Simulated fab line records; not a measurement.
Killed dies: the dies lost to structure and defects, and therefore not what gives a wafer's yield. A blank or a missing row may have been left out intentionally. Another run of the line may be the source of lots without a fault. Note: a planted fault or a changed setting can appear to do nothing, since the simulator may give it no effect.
Matching of chambers | flow nand-harc | 3 sister chambers for NHARC_A_STAIRCASE_DEP_471 on pecvd-03
The step deposits SiO2, target thk 100 nm. 14 wafers are shown with their chamber, then 7 later ones without.

== WAFERS WITH THEIR CHAMBER ==
wafer  | chamber | throttle-valve-pct (%) | heater-power-w (W) | mfc-precursor-sccm (sccm)
L081.1 | 2       | 15.9                   | 674                | 161.5
L081.2 | 1       | 16.8                   | 580                | 161.3
L081.5 | 1       | 16.7                   | 578                | 161.6
L080.1 | 1       | 16.7                   | 638                | 161.6
L080.4 | 1       | 16.8                   | 653                | 161.9
L080.6 | 0       | 15.9                   | 694                | 161.5
L082.2 | 2       | 15.9                   | 554                | 161.0
L082.3 | 0       | 16.1                   | 618                | 161.7
L082.5 | 0       | 15.9                   | 628                | 161.6
L088.4 | 1       | 16.5                   | 651                | 162.3
L088.5 | 2       | 15.3                   | 675                | 161.6
L088.6 | 0       | 15.7                   | 693                | 160.4
L091.1 | 0       | 15.7                   | 702                | 161.5
L091.2 | 1       | 16.3                   | 564                | 161.6

SIGNATURES, as means of the wafers listed above
reading            | chamber 0 | chamber 1 | chamber 2 | scatter within a chamber
throttle-valve-pct | 15.860    | 16.633    | 15.700    | 0.223
heater-power-w     | 667.00    | 610.67    | 634.33    | 47.3
mfc-precursor-sccm | 161.340   | 161.717   | 161.367   | 0.419
Rule: a wafer lies at a distance from a chamber equal to the root of the sum of squares, over the readings, of (its reading less the chamber's mean, divided by the reading's scatter). If the next closest chamber is less than 2 further off than the closest, the wafer can't be placed; otherwise it belongs to the closest. The scatter is the square root of a quotient: the sum, over the shown wafers, of each reading's squared deviation from its chamber's mean, divided by wafers minus chambers.

== WAFERS WITH NO CHAMBER GIVEN ==
wafer  | throttle-valve-pct (%) | heater-power-w (W) | mfc-precursor-sccm (sccm)
L091.5 | 16.3                   | 599                | 161.2
L093.1 | 16.1                   | 656                | 160.8
L093.2 | 16.0                   | 674                | 161.3
L093.6 | 15.7                   | 667                | 161.3
L096.1 | 15.5                   | 581                | 161.4
L096.4 | 15.7                   | 690                | 161.2
L096.6 | 15.4                   | 586                | 160.9

== THE CHAMBER EACH PASSED THROUGH ==
wafer  | from the rows above          | in truth
L091.5 | can't be placed: 1 or 0 or 2 | 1
L093.1 | can't be placed: 0 or 2 or 1 | 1
L093.2 | can't be placed: 0 or 2      | 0
L093.6 | can't be placed: 2 or 0      | 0
L096.1 | can't be placed: 2 or 0      | 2
L096.4 | can't be placed: 0 or 2      | 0
L096.6 | can't be placed: 2 or 0      | 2
Correctly placed: 0 of 7. Not placeable from these rows: 7 (in 7, the candidates include the true chamber). Number placed wrongly: 0.
